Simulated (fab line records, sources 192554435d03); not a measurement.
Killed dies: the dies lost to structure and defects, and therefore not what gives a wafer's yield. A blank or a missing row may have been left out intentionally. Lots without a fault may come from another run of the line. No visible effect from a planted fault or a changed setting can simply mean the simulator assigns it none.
fab line records -- flow n5_finfet
record: lots: 8, wafers: 24, last_day: 18
route steps=1938 shown BEOL_M0_SAQP@669 BEOL_M4@1111
lots that met no fault: from a run of the same line without faults
start_h: the number of hours between the record's first day and the start of the first shown wafer of the lot -- wait_h: hours from the lot's prior step to this one -- " same as the row above -- L1.1+2: a single row standing in for several wafers -- - value missing, or start not given -- * or withheld: withheld -- < > ~ a bound
route shown NAME@n: a module of which the file shows steps, and the number in the route of the first -- usual: mean/standard deviation taken from wafers without a fault -- same: alike in all rows -- chamber/n: place in a boat -- sites: each site's reading -- _std_site: standard deviation across them -- _edge_site: outer sites' mean less inner sites' -- radius_mm: for every site, how far away it sits from the centre of the wafer -- mask NAME#n: copy n -- behind: the most recent tool/chamber to have shaped the wafer -- hold: cause of the lot's hold/its duration in hours/its outcome -- device: which transistor (n, p or np) failed to switch -- end of line: at the end of the route, the tests of the same wafers -- for a step that has no rows: nothing shown but its recipe -- killed: the dies lost at the first sort to structure and to defects; this is not the yield of the wafer -- map: a wafer's dies, x killed, . not, _ none there
set.NAME: the setting the step ran with; set.NAME@STEP: the setting that earlier step ran with -- model.NAME: the simulator's own value behind a step, which no gauge read
the route's steps for a sample of lots (tables are steps, rows are wafers)
services: a tool's chamber out of use, with start hour (start_h, from the record's first day; less than 0 if before it), hours out, and reason
== steps ==
step: N5_BEOL_M0_SAQP_MANDREL_ETCH_103
recipe: chemistry: HBr/Cl2, target: a-Si, target_depth_a: 450, bt_time_s: 10, stop_on: SiCN, mask_material: SiO2, over_etch_frac: 0.8, time_s: 27, pressure_mtorr: 10, icp_w: 800, bias_w: 75, HBr_flow_sccm: 150, Cl2_flow_sccm: 80, ends: end_point
usual: chamber_pressure_mTorr: 10.001/0.011, drypump_motor_current_A: 5.5/0.57, oes_product_au: 0.678/0.011, throttle_valve_pct: 35.34/0.25
lot.wafer,tool,chamber,start_h,wait_h,chamber_pressure_mTorr,drypump_motor_current_A,oes_product_au,rf_hours_counter_h,throttle_valve_pct
L410.2,rie_si-02,0,125.76,0.0,10.008,5.1,0.703,158,35.41
L410.3,rie_si-02,3,125.76,0.0,9.989,5.8,0.665,67,35.25
L410.6,rie_si-02,2,125.76,0.0,10.006,4.8,0.679,-,35.51
L411.2,rie_si-05,3,132.29,0.0,9.997,4.9,0.662,146,35.60
L411.3,rie_si-05,0,132.29,0.0,10.003,5.0,0.683,1,35.07
L411.6,rie_si-05,0,132.29,0.0,10.006,5.0,0.686,-,35.05
L416.1,rie_si-02,0,162.50,0.0,10.004,5.2,0.710,159,35.38
L416.3,rie_si-02,3,162.50,0.0,9.993,5.8,0.668,68,35.25
L416.5,rie_si-02,1,162.50,0.0,9.989,5.5,0.685,-,35.37
L419.1,rie_si-05,0,181.20,0.0,9.994,5.0,0.675,2,35.06
L419.3,rie_si-05,1,181.20,0.0,10.016,5.8,0.686,58,35.07
L419.4,rie_si-05,3,181.20,0.0,9.988,4.9,0.671,147,35.58
L423.1,rie_si-02,3,207.19,0.0,10.007,5.8,0.669,69,35.22
L423.3,rie_si-02,0,207.19,0.0,10.006,5.2,0.695,159,35.37
L423.5,rie_si-02,3,207.19,0.0,9.993,5.8,0.686,-,35.18
L424.3,rie_si-02,1,215.49,0.0,10.009,5.5,0.668,87,35.39
L424.5,rie_si-02,1,215.49,0.0,10.014,5.5,0.680,-,35.38
L424.6,rie_si-02,0,215.49,0.0,9.990,5.2,0.708,-,35.38
L427.3,rie_si-05,3,233.97,0.0,9.999,4.8,0.657,148,35.61
L427.5,rie_si-05,0,233.97,0.0,10.006,5.0,0.672,-,35.06
L427.6,rie_si-05,1,233.97,0.0,9.994,5.8,0.686,-,35.10
L428.1,rie_si-05,2,238.40,0.0,10.011,5.2,0.669,68,35.50
L428.3,rie_si-05,1,238.40,0.0,9.979,5.8,0.672,59,35.09
L428.6,rie_si-05,3,238.40,0.0,10.000,4.8,0.668,-,35.59
step: N5_BEOL_M0_SAQP_DESCUM_45
recipe: chemistry: O2, time_s: 7, source_power_w: 50, bias_power_w: 20, pressure_mtorr: 20, rf_frequency_hz: 2.712e+07, temp_c: 40, resist: CAR-EUV, o2_flow_sccm: 225
usual: bias_power_w: 20.00/0.061, chamber_pressure_mTorr: 20.000/0.016, drypump_motor_current_A: 5.7/0.55, oes_product_au: 0.79/0.09, rf_vpp_V: 243.2/1.3, showerhead_plenum_p_Torr: 2.10/0.065, throttle_valve_pct: 20.41/0.25
same: time_s: 7
lot.wafer,tool,chamber,start_h,wait_h,bias_power_w,chamber_pressure_mTorr,drypump_motor_current_A,oes_product_au,rf_hours_counter_h,rf_vpp_V,showerhead_plenum_p_Torr,throttle_valve_pct
L410.2,rie_diel-06,3,127.79,0.0,20.12,19.992,5.7,0.82,87,244.6,2.20,20.28
L410.3,rie_diel-06,2,127.79,0.0,20.01,20.031,5.0,0.94,14,242.6,2.06,19.93
L410.6,rie_diel-06,0,127.79,0.0,20.01,20.011,6.2,0.76,-,242.0,2.00,20.56
L411.2,rie_diel-03,3,134.65,0.0,20.02,20.001,5.5,0.71,193,244.4,2.19,20.73
L411.3,rie_diel-03,1,134.65,0.0,19.90,19.984,5.7,0.95,7,242.6,2.15,20.19
L411.6,rie_diel-03,1,134.65,0.0,19.95,20.019,5.7,0.96,-,242.9,2.15,20.18
L416.1,rie_diel-01,1,164.59,0.0,19.92,19.987,4.8,0.71,192,243.1,2.15,20.30
L416.3,rie_diel-01,2,164.59,0.0,20.02,19.989,6.0,0.80,84,242.9,2.10,20.28
L416.5,rie_diel-01,3,164.59,0.0,19.98,20.003,5.9,0.74,-,240.1,2.02,20.68
L419.1,rie_diel-01,3,188.12,0.0,20.00,19.999,5.9,0.73,191,241.9,2.01,20.70
L419.3,rie_diel-01,1,188.12,0.0,20.00,19.989,4.8,0.70,199,243.5,2.15,20.33
L419.4,rie_diel-01,0,188.12,0.0,20.00,20.005,5.2,0.75,154,243.4,2.09,20.77
L423.1,rie_diel-06,3,209.29,0.0,19.92,19.996,5.8,0.80,111,245.0,2.19,20.32
L423.3,rie_diel-06,1,209.29,0.0,20.03,19.995,5.1,0.71,221,241.0,2.08,20.48
L423.5,rie_diel-06,0,209.29,0.0,20.01,20.005,6.2,0.75,-,239.1,1.99,20.60
L424.3,rie_diel-01,1,217.85,0.2,20.08,20.002,4.8,0.69,208,245.1,2.14,20.33
L424.5,rie_diel-01,1,217.85,0.2,20.04,19.972,4.8,0.70,-,244.2,2.15,20.34
L424.6,rie_diel-01,2,217.85,0.2,19.94,20.002,6.0,0.80,-,245.1,2.09,20.31
L427.3,rie_diel-01,3,238.31,0.2,20.00,19.976,5.9,0.73,206,242.2,2.01,20.71
L427.5,rie_diel-01,3,238.31,0.2,20.07,19.958,5.9,0.72,-,240.9,2.01,20.73
L427.6,rie_diel-01,2,238.31,0.2,19.99,19.989,6.0,0.79,-,244.0,2.09,20.33
L428.1,rie_diel-03,1,240.41,0.0,20.03,20.011,5.7,0.87,44,245.0,2.13,20.25
L428.3,rie_diel-03,3,240.41,0.0,19.97,19.990,5.4,0.69,231,244.7,2.18,20.76
L428.6,rie_diel-03,3,240.41,0.0,19.91,20.011,5.4,0.69,-,244.9,2.18,20.76
step: N5_BEOL_M0_SAQP_ALD_48
recipe: material: SiO2, target_thk_a: 200, temp_c: 100, ald_precursor_family: BDEAS, ald_co_reactant: O2-plasma, pulse_time_s: 1, co_reactant_pulse_time_s: 1, purge_time_s: 2, co_reactant_purge_time_s: 2, ald_cycles: 139, pressure_torr: 2
usual: ald_cycles: 139/0, heater_power_w: 75/8, precursor_pulse_height_rel: 1.001/0.019
lot.wafer,tool,chamber,start_h,wait_h,ald_cycles,heater_power_w,precursor_pulse_height_rel
L410.2,ald_sin-03,2,128.07,0.0,139,82,0.993
L410.3,ald_sin-03,1,128.07,0.0,139,73,0.978
L410.6,ald_sin-03,2,128.07,0.0,139,81,1.017
L411.2,ald_sin-03,0,134.96,0.1,139,89,0.991
L411.3,ald_sin-03,1,134.96,0.1,139,75,1.019
L411.6,ald_sin-03,3,134.96,0.1,139,71,1.027
L416.1,ald_sin-03,0,164.88,0.0,139,90,1.012
L416.3,ald_sin-03,3,164.88,0.0,169,72,0.986
L416.5,ald_sin-03,0,164.88,0.0,139,90,0.960
L419.1,ald_sin-03,3,188.40,0.0,139,70,0.992
L419.3,ald_sin-03,1,188.40,0.0,169,74,0.994
L419.4,ald_sin-03,2,188.40,0.0,139,82,0.999
L423.1,ald_sin-04,0,209.87,0.3,139,61,0.989
L423.3,ald_sin-04,1,209.87,0.3,139,76,1.010
L423.5,ald_sin-04,0,209.87,0.3,139,61,0.973
L424.3,ald_sin-04,0,218.13,0.0,139,60,1.008
L424.5,ald_sin-04,1,218.13,0.0,139,75,0.993
L424.6,ald_sin-04,0,218.13,0.0,139,58,1.006
L427.3,ald_sin-01,0,238.60,0.0,139,67,1.004
L427.5,ald_sin-01,2,238.60,0.0,139,83,1.015
L427.6,ald_sin-01,1,238.60,0.0,139,77,1.005
L428.1,ald_sin-04,0,240.69,0.0,139,61,0.975
L428.3,ald_sin-04,1,240.69,0.0,139,73,1.016
L428.6,ald_sin-04,3,240.69,0.0,139,76,0.989
step: N5_BEOL_M0_SAQP_STRIP_75
recipe: chemistry: CF4, resist: SiARC, power_w: 300, bias_power_w: 75, pressure_mtorr: 50, cf4_flow_sccm: 150, rf_frequency_hz: 6e+07
usual: bias_power_w: 74.99/0.22, chamber_pressure_mTorr: 49.99/0.046, drypump_motor_current_A: 5.7/0.57, oes_product_au: 0.180/0.02, power_w: 300.0/0.94, rf_vpp_V: 271.3/1.4, showerhead_plenum_p_Torr: 1.80/0.048, throttle_valve_pct: 13.60/0.27
lot.wafer,tool,chamber,start_h,wait_h,bias_power_w,chamber_pressure_mTorr,drypump_motor_current_A,oes_product_au,power_w,rf_hours_counter_h,rf_vpp_V,showerhead_plenum_p_Torr,throttle_valve_pct
L410.2,rie_diel-01,1,128.77,0.1,75.09,49.97,4.9,0.166,299.0,181,271.5,1.86,13.60
L410.3,rie_diel-01,3,128.77,0.1,75.17,50.06,5.9,0.182,298.7,173,269.8,1.72,13.67
L410.6,rie_diel-01,2,128.77,0.1,74.77,49.97,6.0,0.185,299.6,-,270.4,1.83,13.58
L411.2,rie_diel-03,3,135.59,0.1,74.98,50.04,5.5,0.165,298.7,193,272.8,1.85,13.82
L411.3,rie_diel-03,0,135.59,0.1,75.20,49.96,6.5,0.158,299.1,236,271.2,1.83,13.56
L411.6,rie_diel-03,2,135.59,0.1,74.90,50.05,6.6,0.164,299.9,-,270.6,1.78,13.90
L416.1,rie_diel-06,3,165.50,0.1,74.99,49.99,5.7,0.190,300.0,100,273.1,1.88,13.54
L416.3,rie_diel-06,0,165.50,0.1,75.27,49.98,6.2,0.179,300.3,165,271.8,1.72,13.77
L416.5,rie_diel-06,3,165.50,0.1,75.01,49.97,5.7,0.180,300.3,-,272.3,1.88,13.54
L419.1,rie_diel-03,2,189.15,0.1,74.77,49.98,6.6,0.154,299.1,240,270.2,1.77,13.94
L419.3,rie_diel-03,3,189.15,0.1,75.04,50.04,5.5,0.166,299.6,211,272.5,1.84,13.85
L419.4,rie_diel-03,3,189.15,0.1,75.30,49.99,5.4,0.164,300.0,-,272.5,1.84,13.85
L423.1,rie_diel-06,2,210.50,0.1,75.10,49.90,5.0,0.206,301.2,40,270.8,1.74,13.03
L423.3,rie_diel-06,3,210.50,0.1,74.76,50.03,5.7,0.184,300.6,112,272.8,1.87,13.57
L423.5,rie_diel-06,0,210.50,0.1,74.82,49.93,6.2,0.171,299.7,-,270.0,1.71,13.79
L424.3,rie_diel-01,3,218.76,0.1,75.18,49.98,5.9,0.173,298.0,200,268.5,1.71,13.71
L424.5,rie_diel-01,0,218.76,0.1,74.59,50.02,5.2,0.172,300.2,-,272.7,1.80,13.91
L424.6,rie_diel-01,3,218.76,0.1,74.91,49.97,5.9,0.170,298.9,-,268.6,1.71,13.71
L427.3,rie_diel-03,3,239.22,0.1,74.88,49.98,5.4,0.157,299.9,230,271.2,1.84,13.90
L427.5,rie_diel-03,2,239.22,0.1,74.82,50.00,6.6,0.223,300.5,-,270.2,1.77,13.38
L427.6,rie_diel-03,3,239.22,0.1,75.04,49.93,5.4,0.159,300.4,-,272.6,1.84,13.88
L428.1,rie_diel-03,0,241.32,0.1,75.50,50.01,6.5,0.220,299.3,14,272.1,1.82,13.07
L428.3,rie_diel-03,1,241.32,0.1,74.91,50.04,5.7,0.206,300.1,44,271.6,1.82,13.31
L428.6,rie_diel-03,3,241.32,0.1,75.33,50.04,5.4,0.168,300.1,-,270.5,1.84,13.89
step: N5_BEOL_M4_RC_MEAS_101
usual: DIBL_N: 36.2/1.6, DIBL_P: 36.5/1.9, IOFF_N: 0.158/0.027, IOFF_P: 0.21/0.038, ION_N: 675/12, ION_P: 464/8.9, SS_N: 71.5/0.61, SS_P: 73.4/0.59, VT_N: 250.4/3, VT_P: -250/3.6
lot.wafer,tool,chamber,start_h,wait_h,DIBL_N[mV/V],DIBL_P[mV/V],IOFF_N[nA/um],IOFF_P[nA/um],ION_N[uA/um],ION_P[uA/um],SS_N[mV/dec],SS_P[mV/dec],VT_N[mV],VT_P[mV]
L410.2,prober-01,0,185.63,0.2,36.9,36.6,0.154,0.22,666,461,72.4,73.5,254.4,-251
L410.3,prober-01,0,185.63,0.2,38.4,37.3,0.171,0.22,669,461,71.9,74.1,251.4,-252
L410.6,prober-01,0,185.63,0.2,36.7,35.5,0.148,0.20,670,458,71.7,72.9,253.9,-252
L411.2,prober-02,0,186.05,0.2,34.7,34.0,0.134,0.16,658,450,70.6,72.6,253.2,-257
L411.3,prober-02,0,186.05,0.2,36.7,37.3,0.164,0.21,661,457,71.9,73.3,253.0,-250
L411.6,prober-02,0,186.05,0.2,35.4,35.1,0.147,0.17,650,446,71.8,72.7,254.2,-256
L416.1,prober-02,0,218.98,0.0,37.6,38.5,0.184,0.24,698,475,72.1,73.9,245.7,-249
L416.3,prober-02,0,218.98,0.0,35.8,37.4,0.158,0.22,686,467,71.1,73.5,250.7,-249
L416.5,prober-02,0,218.98,0.0,35.6,37.4,0.165,0.22,696,477,71.1,73.4,247.4,-248
L419.1,prober-02,0,251.76,0.0,34.4,33.6,0.128,0.15,658,446,70.3,72.3,251.3,-258
L419.3,prober-02,0,251.76,0.0,37.1,37.9,0.175,0.22,672,456,71.5,74.1,248.8,-250
L419.4,prober-02,0,251.76,0.0,36.1,35.3,0.154,0.17,674,456,71.2,72.9,248.4,-251
L423.1,prober-02,0,276.81,0.0,36.2,35.3,0.141,0.18,677,464,70.7,73.0,250.3,-253
L423.3,prober-02,0,276.81,0.0,35.3,34.9,0.142,0.18,668,460,71.1,72.6,249.4,-252
L423.5,prober-02,0,276.81,0.0,35.5,35.6,0.138,0.18,685,457,71.1,73.1,251.5,-254
L424.3,prober-01,0,279.92,0.3,36.6,37.1,0.172,0.21,666,463,72.4,72.5,249.4,-252
L424.5,prober-01,0,279.92,0.3,37.2,37.6,0.176,0.22,669,458,72.7,74.3,250.6,-252
L424.6,prober-01,0,279.92,0.3,35.2,36.7,0.142,0.20,673,462,71.5,73.6,252.4,-253
L428.1,prober-02,0,302.58,0.0,35.7,35.7,0.158,0.18,677,459,71.2,72.7,248.8,-254
L428.3,prober-02,0,302.58,0.0,36.8,38.1,0.175,0.23,666,457,71.6,73.8,247.5,-250
L428.6,prober-02,0,302.58,0.0,35.6,36.5,0.165,0.20,677,468,71.4,72.8,248.2,-251
L427.3,prober-02,0,307.86,0.3,38.4,36.8,0.179,0.26,673,468,72.1,73.3,249.6,-247
L427.5,prober-02,0,307.86,0.3,37.6,36.5,0.163,0.25,666,467,72.0,74.1,249.4,-247
L427.6,prober-02,0,307.86,0.3,37.1,35.7,0.161,0.22,658,457,72.8,73.2,253.0,-247
== services ==
tool,chamber,start_h,hours,kind
ald_sin-04,-,112.99,6.1,pm
rie_diel-03,-,116.21,0.6,repair
rie_si-02,1,120.26,2.0,repair
rie_diel-03,-,123.78,2.8,pm
rie_si-05,-,143.10,2.8,pm
rie_diel-06,0,160.21,2.8,repair
ald_sin-01,-,178.05,14.0,pm
ald_sin-01,0,178.05,14.0,vent_cycle
ald_sin-01,1,178.05,14.0,vent_cycle
ald_sin-01,2,178.05,14.0,vent_cycle
rie_diel-03,0,178.59,-,clean
rie_diel-03,0,178.59,-,consumable_replace:focus_ring
rie_diel-03,0,178.59,26.3,scheduled_down
rie_diel-03,0,178.59,26.3,vent_cycle
ald_sin-04,-,210.37,2.8,pm
rie_diel-06,0,213.00,3.4,repair
rie_diel-03,2,217.30,-,clean
rie_diel-03,2,217.30,-,consumable_replace:focus_ring
rie_diel-03,2,217.30,20.1,scheduled_down
rie_diel-03,2,217.30,20.1,vent_cycle
ald_sin-04,-,219.39,0.8,repair
rie_si-02,0,223.87,1.4,repair
rie_diel-01,1,226.18,3.6,repair
ald_sin-01,2,226.88,7.2,repair
== key ==
first_sign: step: N5_BEOL_M0_SAQP_ALD_48, reading: ald_cycles, direction: up, sigmas: 99+, usual: *, struck: *
effect none on later readings
met_at N5_BEOL_M0_SAQP_ALD_48
struck_lots L416,L419
struck_wafers L416.3,L419.3
not_acting_at N5_BEOL_M0_SAQP_MANDREL_ETCH_103,N5_BEOL_M0_SAQP_DESCUM_45,N5_BEOL_M0_SAQP_STRIP_75
onset_between 134.96 164.88
fault: kind: process_parameter_drift, tool: ald_sin-03, chamber: -, onset_h: 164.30, steps: N5_BEOL_M0_SAQP_ALD_48, channel: ald_cycles, offset: *, shape: step, end_h: 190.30, scope: struck_wafers_only, acts_in: *, stated: *
